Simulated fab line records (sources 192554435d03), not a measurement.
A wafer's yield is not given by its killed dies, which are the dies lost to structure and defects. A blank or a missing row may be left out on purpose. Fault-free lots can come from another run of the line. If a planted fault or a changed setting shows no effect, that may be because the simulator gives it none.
fab line records :: flow n5_finfet
[record]
  lots = 3
  wafers = 9
  last_day = 17
route steps=1938 shown BEOL_M3@1009 BEOL_M4@1021 PASSIVATION@1936
lots untouched by any fault: they come from a run of this same line in which no faults occurred
start_h: the number of hours between the record's first day and the start of the first shown wafer of the lot :: wait_h: hours since the lot's step before :: " as in the row above :: L1.1+2: a row that stands for several wafers :: - either no value or no given start :: * or withheld: withheld :: < > ~ a bound
route shown NAME@n: a module of which the file shows steps, and the number in the route of the first :: usual: average and standard deviation across the fault-free wafers :: same: alike in all rows :: chamber/n: place in a boat :: sites: the reading at each site :: _std_site: standard deviation across them :: _edge_site: outer sites' mean less inner sites' :: radius_mm: for every site, how far away it sits from the centre of the wafer :: mask NAME#n: copy n :: behind: the last tool/chamber to shape the wafer :: hold: the reason the lot was held/the length of the hold in hours/how it ended :: device: names the non-switching transistor (n, p or np) :: end of line: at the end of the route, the tests of the same wafers :: a step with no rows: only its recipe :: killed: not the wafer's yield, but the dies lost to structure and defects at the first sort :: map: dies across one wafer; x = killed, . = not, _ = none there
set.NAME: the run value of the setting; set.NAME@STEP: its run value at that earlier step :: model.NAME: the simulator's own value behind a step, which no gauge read
certain route steps with their lots: each step a table, each wafer a row
services: the hour from which a tool's chamber was out of use, counted from the record's first day as start_h (under 0 if before that day), plus the number of hours and why
[[steps]]
[step N5_BEOL_M3_ANNEAL_95]
[recipe]
  temp_c = 400
  time_s = 240
  ambient = vacuum
[step N5_BEOL_M3_SPUTTER_96]
[recipe]
  material = Cu
  target_thk_a = 45
  temp_c = -20
  chamber_pressure_pa = 0.07
  power_w = withheld
  time_s = 8.29
[step N5_BEOL_M3_ECD_50]
[recipe]
  material = Cu
  target_thk_a = 3000
[step N5_BEOL_M3_ANNEAL_51]
[recipe]
  temp_c = 225
  time_s = 90
  ambient = N2
[step N5_BEOL_M3_CMP_52]
[recipe]
  stop_on = SiOC
  t_overpolish_s = 6.8
  down_force_psi = 1
  platen_rpm = 50
  clearing_platen_down_force_psi = 1.5
  clearing_platen_rpm = 50
  post_cmp_clean = cu_alkaline
  target_thk_nm = 40
  clearing_platen_pad_velocity_m_s = 0.99484
  pad_velocity_m_s = 0.99484
[step N5_BEOL_M3_PRE_CLEAN_60]
[recipe]
  gas = NH3/H2
  time_s = 15
  temp_c = *
  rf_power_w = 300
[step N5_BEOL_M3_CO_CAP_55]
[recipe]
  material = Co
  target_thk_a = 20
  temp_c = 200
  precursor = CCTBA/H2
  pressure_torr = 30
  time_s = 102.1
[step N5_BEOL_M3_PRE_CLEAN_56]
[recipe]
  gas = NH3
  time_s = 15
  temp_c = withheld
  rf_power_w = 300
[step N5_BEOL_M3_DEP_57]
[recipe]
  material = SiCN
  target_thk_a = 80
  temp_c = withheld
  precursor = 3MS/NH3
  pressure_torr = 3
  rf_w = 202
  time_s = 14
[step N5_BEOL_M4_ILD_DEP_00]
[recipe]
  material = SiOC
  target_thk_a = 790
  temp_c = 350
  precursor = DEMS/O2
  pressure_torr = 5
  rf_w = 500
  time_s = 15.3
[usual]
  heater_power_w = 450/48
  showerhead_plenum_p_Torr = 5.699/0.016
  susceptor_temp_C = 350.03/0.2
  throttle_valve_pct = 12.1/0.47
lot.wafer: L557.3
tool: pecvd-04
chamber: 0
start_h: 168.23
wait_h: 0.0
heater_power_w: 381
showerhead_plenum_p_Torr: 5.693
susceptor_temp_C: 349.90
throttle_valve_pct: 12.2
model.SiOC_of_BEOL_M4_ILD_DEP_00.thk_nm: 77.4

lot.wafer: L557.5
tool: pecvd-04
chamber: 0
start_h: 168.23
wait_h: 0.0
heater_power_w: 391
showerhead_plenum_p_Torr: 5.702
susceptor_temp_C: 350.50
throttle_valve_pct: 12.3
model.SiOC_of_BEOL_M4_ILD_DEP_00.thk_nm: 78.8

lot.wafer: L557.6
tool: pecvd-04
chamber: 1
start_h: 168.23
wait_h: 0.0
heater_power_w: 433
showerhead_plenum_p_Torr: 5.682
susceptor_temp_C: 350.18
throttle_valve_pct: 12.8
model.SiOC_of_BEOL_M4_ILD_DEP_00.thk_nm: 79

lot.wafer: L560.2
tool: pecvd-04
chamber: 1
start_h: 178.89
wait_h: 0.0
heater_power_w: 464
showerhead_plenum_p_Torr: 5.666
susceptor_temp_C: 349.98
throttle_valve_pct: 12.7
model.SiOC_of_BEOL_M4_ILD_DEP_00.thk_nm: 78

lot.wafer: L560.3
tool: pecvd-04
chamber: 0
start_h: 178.89
wait_h: 0.0
heater_power_w: 353
showerhead_plenum_p_Torr: 5.698
susceptor_temp_C: 349.90
throttle_valve_pct: 12.4
model.SiOC_of_BEOL_M4_ILD_DEP_00.thk_nm: 72.4

lot.wafer: L560.5
tool: pecvd-04
chamber: 0
start_h: 178.89
wait_h: 0.0
heater_power_w: 354
showerhead_plenum_p_Torr: 5.714
susceptor_temp_C: 350.29
throttle_valve_pct: 12.1
model.SiOC_of_BEOL_M4_ILD_DEP_00.thk_nm: 73.2

lot.wafer: L577.1
tool: pecvd-03
chamber: 0
start_h: 276.10
wait_h: 0.0
heater_power_w: 460
showerhead_plenum_p_Torr: 5.710
susceptor_temp_C: 350.13
throttle_valve_pct: 11.7
model.SiOC_of_BEOL_M4_ILD_DEP_00.thk_nm: 78.8

lot.wafer: L577.4
tool: pecvd-03
chamber: 0
start_h: 276.10
wait_h: 0.0
heater_power_w: 473
showerhead_plenum_p_Torr: 5.715
susceptor_temp_C: 350.30
throttle_valve_pct: 11.7
model.SiOC_of_BEOL_M4_ILD_DEP_00.thk_nm: 80.4

lot.wafer: L577.5
tool: pecvd-03
chamber: 2
start_h: 276.10
wait_h: 0.0
heater_power_w: 484
showerhead_plenum_p_Torr: 5.704
susceptor_temp_C: 349.90
throttle_valve_pct: 11.8
model.SiOC_of_BEOL_M4_ILD_DEP_00.thk_nm: 79.8
[step N5_BEOL_M4_THK_MEAS_01]
[recipe]
  reads = SiOC_of_BEOL_M4_ILD_DEP_00
[usual]
  M4_ILD_THK = 79.3/0.9
lot.wafer: L557.3
tool: film_metro-02
chamber: -
start_h: 168.30
wait_h: 0.1
M4_ILD_THK[nm]: 77.4

lot.wafer: L557.5
tool: film_metro-02
chamber: -
start_h: 168.30
wait_h: 0.1
M4_ILD_THK[nm]: 78.9

lot.wafer: L557.6
tool: film_metro-02
chamber: -
start_h: 168.30
wait_h: 0.1
M4_ILD_THK[nm]: 79.1

lot.wafer: L560.2
tool: film_metro-01
chamber: -
start_h: 178.96
wait_h: 0.1
M4_ILD_THK[nm]: 77.9

lot.wafer: L560.3
tool: film_metro-01
chamber: -
start_h: 178.96
wait_h: 0.1
M4_ILD_THK[nm]: 72.5

lot.wafer: L560.5
tool: film_metro-01
chamber: -
start_h: 178.96
wait_h: 0.1
M4_ILD_THK[nm]: 73.3

lot.wafer: L577.1
tool: film_metro-01
chamber: -
start_h: 276.16
wait_h: 0.0
M4_ILD_THK[nm]: 78.9

lot.wafer: L577.4
tool: film_metro-01
chamber: -
start_h: 276.16
wait_h: 0.0
M4_ILD_THK[nm]: 80.5

lot.wafer: L577.5
tool: film_metro-01
chamber: -
start_h: 276.16
wait_h: 0.0
M4_ILD_THK[nm]: 79.8
[step N5_BEOL_M4_PECVD_72]
[recipe]
  material = SiO2
  target_thk_a = 160
  temp_c = 400
  precursor = TEOS/O2
  pressure_torr = 5.5
  rf_w = 450
  teos_flow_sccm = 53.8
  gas = O2
  flow_sccm = 3000
  time_s = 18
[step N5_BEOL_M4_HM_DEP_02]
[recipe]
  material = TiN
  target_thk_a = 200
  temp_c = 25
  chamber_pressure_pa = 0.49996
[step N5_BEOL_M4_COAT_61]
[recipe]
  resist = SOC
  temp_c = 250
  time_s = 60
  spin_rpm = 1500
  resist_thk_nm = 60
[step N5_BEOL_M4_COAT_62]
[recipe]
  resist = SiARC
  temp_c = 220
  time_s = 60
  spin_rpm = 1500
  resist_thk_nm = 12
[step N5_BEOL_M4_COAT_73]
[recipe]
  resist = underlayer
  temp_c = 205
  time_s = 60
  spin_rpm = 1500
  resist_thk_nm = 5
[step N5_BEOL_M4_COAT_05]
[recipe]
  resist = CAR-EUV
  spin_rpm = 1500
  resist_thk_nm = 30
[step N5_BEOL_M4_EBR_07]
[recipe]
  solvent = PGMEA
  ebr_width_mm = 1.5
[step N5_BEOL_M4_SOFTBAKE_06]
[recipe]
  temp_c = 110
  time_s = 60
  resist = CAR-EUV
[step N5_BEOL_M4_EXPOSE_08]
[recipe]
  mask_id = M4
  na = 0.33
  source_shape = dipole
  sigma_inner = 0.369
  sigma_outer = 0.767
  polarization = unpolarized
  dose_mj = 41.25
[step N5_BEOL_M4_PEB_09]
[recipe]
  peb_temp_c = 100
  peb_time_s = 60
  resist = CAR-EUV
[step N5_BEOL_M4_DEVELOP_10]
[recipe]
  develop_time_s = 30
  developer = TMAH
  resist = CAR-EUV
  rinse_liquid = surfactant_rinse
  dry = air_spin
  dev_temp_c = 23
[step N5_BEOL_M4_DESCUM_16]
[recipe]
  chemistry = O2
  time_s = 7
  source_power_w = 50
  bias_power_w = 20
  pressure_mtorr = 20
  rf_frequency_hz = 2.712e+07
  temp_c = 40
  resist = CAR-EUV
  o2_flow_sccm = 225
[step N5_BEOL_M4_ETCH_74]
[recipe]
  chemistry = N2/H2
  target = underlayer
  target_depth_a = 65
  mask_material = CAR-EUV
  time_s = 5.2
  ion_energy_ev = 200
  pressure_mtorr = 30
  source_w = 840
  bias_w = 150
  n2_flow_sccm = 200
  h2_flow_sccm = 200
  ends = cleared
[step N5_BEOL_M4_ETCH_63]
[recipe]
  chemistry = CF4
  target = SiARC
  target_depth_a = 156
  mask_material = CAR-EUV
  time_s = 26
  ion_energy_ev = 80
  pressure_mtorr = 40
  source_w = 545
  bias_w = 36
  Ar_flow_sccm = 100
  cf4_flow_sccm = 100
  ends = cleared
[step N5_BEOL_M4_ETCH_64]
[recipe]
  chemistry = N2/H2
  target = SOC
  target_depth_a = 750
  overetch_a = 225
  mask_material = SiARC
  temp_c = 40
  time_s = 121.9
  ion_energy_ev = 200
  pressure_mtorr = 30
  source_w = 840
  bias_w = 150
  n2_flow_sccm = 200
  h2_flow_sccm = 200
[step N5_BEOL_M4_STRIP_65]
[recipe]
  chemistry = N2/H2
  temp_c = 40
  n2_flow_sccm = 200
  h2_flow_sccm = 200
  rf_frequency_hz = 6e+07
[step N5_BEOL_M4_STRIP_75]
[recipe]
  chemistry = N2/H2
  temp_c = 40
  n2_flow_sccm = 200
  h2_flow_sccm = 200
  rf_frequency_hz = 6e+07
[step N5_BEOL_M4_STRIP_66]
[recipe]
  chemistry = CF4
  resist = SiARC
  power_w = 300
  bias_power_w = 75
  pressure_mtorr = 50
  cf4_flow_sccm = 150
  rf_frequency_hz = 6e+07
[step N5_BEOL_M4_HM_OPEN_17]
[recipe]
  chemistry = Cl2/BCl3
  target_depth_a = 200
  overetch_a = 60
  target = TiN
  mask_material = SOC
  ion_energy_ev = 150
  pressure_mtorr = 10
  icp_w = 1000
  bias_w = 126
  Cl2_flow_sccm = 53.25
  bcl3_flow_sccm = 21.75
  Ar_flow_sccm = 25
[step N5_BEOL_M4_STRIP_19]
[recipe]
  chemistry = O2
  power_w = 400
  temp_c = 40
  pressure_mtorr = 30
  rf_frequency_hz = 6e+07
  bias_power_w = 0
  overash_fraction = 0.2
  o2_flow_sccm = 225
[step N5_BEOL_M4_COAT_67]
[recipe]
  resist = SOC
  temp_c = 250
  time_s = 60
  spin_rpm = 1500
  resist_thk_nm = 60
[step N5_BEOL_M4_COAT_68]
[recipe]
  resist = SiARC
  temp_c = 220
  time_s = 60
  spin_rpm = 1500
  resist_thk_nm = 12
[step N5_BEOL_M4_COAT_76]
[recipe]
  resist = underlayer
  temp_c = 205
  time_s = 60
  spin_rpm = 1500
  resist_thk_nm = 5
[step N5_BEOL_M4_COAT_22]
[recipe]
  resist = CAR-EUV
  spin_rpm = 1500
  resist_thk_nm = 30
[step N5_BEOL_M4_CMP_52]
[recipe]
  stop_on = SiOC
  t_overpolish_s = 6.8
  down_force_psi = 1
  platen_rpm = 50
  clearing_platen_down_force_psi = 1.5
  clearing_platen_rpm = 50
  post_cmp_clean = cu_alkaline
  target_thk_nm = 40
  clearing_platen_pad_velocity_m_s = 0.99484
  pad_velocity_m_s = 0.99484
[usual]
  motor_current_A = 6.3/0.7
lot.wafer: L557.3
tool: cmp-02
chamber: 1
start_h: 177.44
wait_h: 0.3
motor_current_A: 7.1
model.SiOC_of_BEOL_M4_ILD_DEP_00.thk_nm: 74.4

lot.wafer: L557.5
tool: cmp-02
chamber: 2
start_h: 177.44
wait_h: 0.3
motor_current_A: 5.4
model.SiOC_of_BEOL_M4_ILD_DEP_00.thk_nm: 75.8

lot.wafer: L557.6
tool: cmp-02
chamber: 3
start_h: 177.44
wait_h: 0.3
motor_current_A: 6.8
model.SiOC_of_BEOL_M4_ILD_DEP_00.thk_nm: 76

lot.wafer: L560.3
tool: cmp-02
chamber: 3
start_h: 188.85
wait_h: 0.2
motor_current_A: 6.5
model.SiOC_of_BEOL_M4_ILD_DEP_00.thk_nm: 69.4

lot.wafer: L560.2
tool: cmp-02
chamber: 1
start_h: 188.85
wait_h: 0.2
motor_current_A: 7.3
model.SiOC_of_BEOL_M4_ILD_DEP_00.thk_nm: 75

lot.wafer: L560.5
tool: cmp-02
chamber: 0
start_h: 188.85
wait_h: 0.2
motor_current_A: 5.8
model.SiOC_of_BEOL_M4_ILD_DEP_00.thk_nm: 70.2

lot.wafer: L577.1
tool: cmp-02
chamber: 2
start_h: 290.85
wait_h: 0.5
motor_current_A: 5.4
model.SiOC_of_BEOL_M4_ILD_DEP_00.thk_nm: 75.8

lot.wafer: L577.4
tool: cmp-02
chamber: 1
start_h: 290.85
wait_h: 0.5
motor_current_A: 6.8
model.SiOC_of_BEOL_M4_ILD_DEP_00.thk_nm: 77.4

lot.wafer: L577.5
tool: cmp-02
chamber: 3
start_h: 290.85
wait_h: 0.5
motor_current_A: 6.7
model.SiOC_of_BEOL_M4_ILD_DEP_00.thk_nm: 76.8
[step N5_BEOL_M4_RC_MEAS_101]
[usual]
  DIBL_N = 36.4/1.5
  DIBL_P = 36.4/1.6
  IOFF_N = 0.164/0.025
  IOFF_P = 0.214/0.028
  ION_N = 675/9.9
  ION_P = 463/6.5
  SS_N = 71.5/0.5
  SS_P = 73.3/0.56
  VT_N = 249.2/2.7
  VT_P = -250.1/2.8
lot.wafer: L557.3
tool: prober-01
chamber: 0
start_h: 178.24
wait_h: 0.3
DIBL_N[mV/V]: 39.6
DIBL_P[mV/V]: 37.6
IOFF_N[nA/um]: 0.187
IOFF_P[nA/um]: 0.249
ION_N[uA/um]: 669
ION_P[uA/um]: 464
SS_N[mV/dec]: 71.7
SS_P[mV/dec]: 74.6
VT_N[mV]: 250.1
VT_P[mV]: -248.0

lot.wafer: L557.5
tool: prober-01
chamber: 0
start_h: 178.24
wait_h: 0.3
DIBL_N[mV/V]: 38.6
DIBL_P[mV/V]: 36.5
IOFF_N[nA/um]: 0.166
IOFF_P[nA/um]: 0.237
ION_N[uA/um]: 676
ION_P[uA/um]: 467
SS_N[mV/dec]: 71.9
SS_P[mV/dec]: 73.4
VT_N[mV]: 250.8
VT_P[mV]: -250.0

lot.wafer: L557.6
tool: prober-01
chamber: 0
start_h: 178.24
wait_h: 0.3
DIBL_N[mV/V]: 36.4
DIBL_P[mV/V]: 34.3
IOFF_N[nA/um]: 0.138
IOFF_P[nA/um]: 0.211
ION_N[uA/um]: 672
ION_P[uA/um]: 469
SS_N[mV/dec]: 71.2
SS_P[mV/dec]: 73.3
VT_N[mV]: 254.0
VT_P[mV]: -248.7

lot.wafer: L560.2
tool: prober-01
chamber: 0
start_h: 189.64
wait_h: 0.2
DIBL_N[mV/V]: 35.8
DIBL_P[mV/V]: 36.5
IOFF_N[nA/um]: 0.174
IOFF_P[nA/um]: 0.231
ION_N[uA/um]: 678
ION_P[uA/um]: 470
SS_N[mV/dec]: 72.1
SS_P[mV/dec]: 73.4
VT_N[mV]: 246.9
VT_P[mV]: -250.3

lot.wafer: L560.3
tool: prober-01
chamber: 0
start_h: 189.64
wait_h: 0.2
DIBL_N[mV/V]: 35.8
DIBL_P[mV/V]: 36.3
IOFF_N[nA/um]: 0.167
IOFF_P[nA/um]: 0.224
ION_N[uA/um]: 679
ION_P[uA/um]: 462
SS_N[mV/dec]: 71.1
SS_P[mV/dec]: 73.7
VT_N[mV]: 248.5
VT_P[mV]: -246.2

lot.wafer: L560.5
tool: prober-01
chamber: 0
start_h: 189.64
wait_h: 0.2
DIBL_N[mV/V]: 36.4
DIBL_P[mV/V]: 36.6
IOFF_N[nA/um]: 0.171
IOFF_P[nA/um]: 0.215
ION_N[uA/um]: 675
ION_P[uA/um]: 463
SS_N[mV/dec]: 72.0
SS_P[mV/dec]: 73.9
VT_N[mV]: 249.4
VT_P[mV]: -249.3

lot.wafer: L577.1
tool: prober-02
chamber: 0
start_h: 291.48
wait_h: 0.0
DIBL_N[mV/V]: 35.6
DIBL_P[mV/V]: 35.2
IOFF_N[nA/um]: 0.155
IOFF_P[nA/um]: 0.181
ION_N[uA/um]: 667
ION_P[uA/um]: 458
SS_N[mV/dec]: 72.2
SS_P[mV/dec]: 73.3
VT_N[mV]: 249.0
VT_P[mV]: -252.2

lot.wafer: L577.4
tool: prober-02
chamber: 0
start_h: 291.48
wait_h: 0.0
DIBL_N[mV/V]: 35.3
DIBL_P[mV/V]: 35.7
IOFF_N[nA/um]: 0.161
IOFF_P[nA/um]: 0.185
ION_N[uA/um]: 686
ION_P[uA/um]: 469
SS_N[mV/dec]: 71.6
SS_P[mV/dec]: 72.5
VT_N[mV]: 249.0
VT_P[mV]: -252.1

lot.wafer: L577.5
tool: prober-02
chamber: 0
start_h: 291.48
wait_h: 0.0
DIBL_N[mV/V]: 33.9
DIBL_P[mV/V]: 32.8
IOFF_N[nA/um]: 0.131
IOFF_P[nA/um]: 0.148
ION_N[uA/um]: 667
ION_P[uA/um]: 453
SS_N[mV/dec]: 71.3
SS_P[mV/dec]: 72.8
VT_N[mV]: 250.3
VT_P[mV]: -256.1
[step N5_PASSIVATION_PROBE_49]
[usual]
  defect_limited_yield = 91.1/1.4
  killed_at_M0_to_M3 = 35/8.7
  killed_at_M4_up = 14/5.3
  killed_at_contacts = 12/6.2
  killed_at_front_end = 41/12
  killed_at_other = 3.4/2.6
  killed_dies = 105/16
  killed_on_rim = 14/3.8
  killed_open = 67/13
  killed_short = 36/7.3
  sort_bin_5_function = 5.2/0.96
  sort_bin_6_memory = 3.3/0.6
  sort_n_pass = 1075/16
  sort_yield_pct = 91.1/1.4
[same]
  gross_dies = 1180
  killed_at_back_side = 0
  sort_bin_4_leakage[%] = 0
  sort_bin_8_speed[%] = 0
lot.wafer: L560.2
tool: prober-02
chamber: -
start_h: 281.37
wait_h: 0.1
defect_limited_yield[%]: 89.4
killed_at_M0_to_M3: 37
killed_at_M4_up: 12
killed_at_contacts: 15
killed_at_front_end: 60
killed_at_other: 1
killed_dies: 125
killed_on_rim: 16
killed_open: 82
killed_short: 41
sort_bin_5_function[%]: 6.4
sort_bin_6_memory[%]: 3.9
sort_n_pass: 1055
sort_yield_pct[%]: 89.4

lot.wafer: L560.3
tool: prober-02
chamber: -
start_h: 281.42
wait_h: 0.1
defect_limited_yield[%]: 91.0
killed_at_M0_to_M3: 38
killed_at_M4_up: 12
killed_at_contacts: 6
killed_at_front_end: 50
killed_at_other: 0
killed_dies: 106
killed_on_rim: 19
killed_open: 66
killed_short: 40
sort_bin_5_function[%]: 4.4
sort_bin_6_memory[%]: 4.2
sort_n_pass: 1074
sort_yield_pct[%]: 91.0

lot.wafer: L560.5
tool: prober-02
chamber: -
start_h: 281.52
wait_h: 0.2
defect_limited_yield[%]: 89.2
killed_at_M0_to_M3: 46
killed_at_M4_up: 10
killed_at_contacts: 3
killed_at_front_end: 63
killed_at_other: 5
killed_dies: 127
killed_on_rim: 18
killed_open: 72
killed_short: 53
sort_bin_5_function[%]: 6.9
sort_bin_6_memory[%]: 3.2
sort_n_pass: 1053
sort_yield_pct[%]: 89.2
// killed by level:class
L560.2 FIN_SAQP:geometric_particle:open=19 FIN_SAQP:geometric_particle:short=12 MOL_CONTACT_COAG:geometric_particle:open=10 BEOL_M2:geometric_particle:open=10 BEOL_M0_SAQP:geometric_particle:short=7 BEOL_M0_SAQP:geometric_particle:open=7 STI_FIN_REVEAL:geometric_particle:open=6 GATE_CUT:geometric_particle:short=4
L560.3 FIN_SAQP:geometric_particle:open=15 FIN_SAQP:geometric_particle:short=13 BEOL_M0_SAQP:geometric_particle:short=12 BEOL_M3:geometric_particle:open=8 BEOL_M0_SAQP:geometric_particle:open=7 DUMMY_GATE:geometric_particle:open=5 STI_FIN_REVEAL:geometric_particle:open=4 GATE_CUT:geometric_particle:short=4
L560.5 FIN_SAQP:geometric_particle:short=24 FIN_SAQP:geometric_particle:open=18 BEOL_M0_SAQP:geometric_particle:open=15 BEOL_M0_SAQP:geometric_particle:short=12 STI_FIN_REVEAL:geometric_particle:open=7 BEOL_M3:geometric_particle:open=5 STARTING-WAFER:geometric_particle:open=4 BEOL_M0:geometric_particle:open=4
[[services]]
tool: pecvd-03
chamber: -
start_h: 158.28
hours: 0.6
kind: repair

tool: cmp-02
chamber: -
start_h: 184.44
hours: 0.7
kind: repair

tool: pecvd-03
chamber: 1
start_h: 189.22
hours: 5.5
kind: scheduled_down

tool: pecvd-04
chamber: 2
start_h: 218.76
hours: 5.5
kind: scheduled_down

tool: cmp-02
chamber: -
start_h: 264.82
hours: 10.7
kind: pm

tool: pecvd-04
chamber: 1
start_h: 284.82
hours: 5.5
kind: scheduled_down

tool: pecvd-03
chamber: 0
start_h: 288.33
hours: 5.5
kind: scheduled_down
[[key]]
[first_sign]
  step = N5_BEOL_M4_THK_MEAS_01
  reading = M4_ILD_THK
  direction = down
  sigmas = 7.2
  usual = 79.3
  struck = 72.9
effect none on later readings
[model_effect]
  step = N5_BEOL_M4_ILD_DEP_00
  value = SiOC_of_BEOL_M4_ILD_DEP_00.thk_nm
  without = 79.6
  struck = 72.8
[model_effect]
  step = N5_BEOL_M4_CMP_52
  value = SiOC_of_BEOL_M4_ILD_DEP_00.thk_nm
  without = 76.6
  struck = 69.8
met_at N5_BEOL_M4_ILD_DEP_00
struck_wafers L560.3,L560.5
onset_between 168.23 178.89
[fault]
  kind = process_parameter_drift
  tool = pecvd-04
  chamber = 0
  onset_h = 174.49
  steps = N5_BEOL_M4_ILD_DEP_00
  channel = target_thk_a
  offset = *
  shape = step
  end_h = 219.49
  acts_in = *
  stated = *
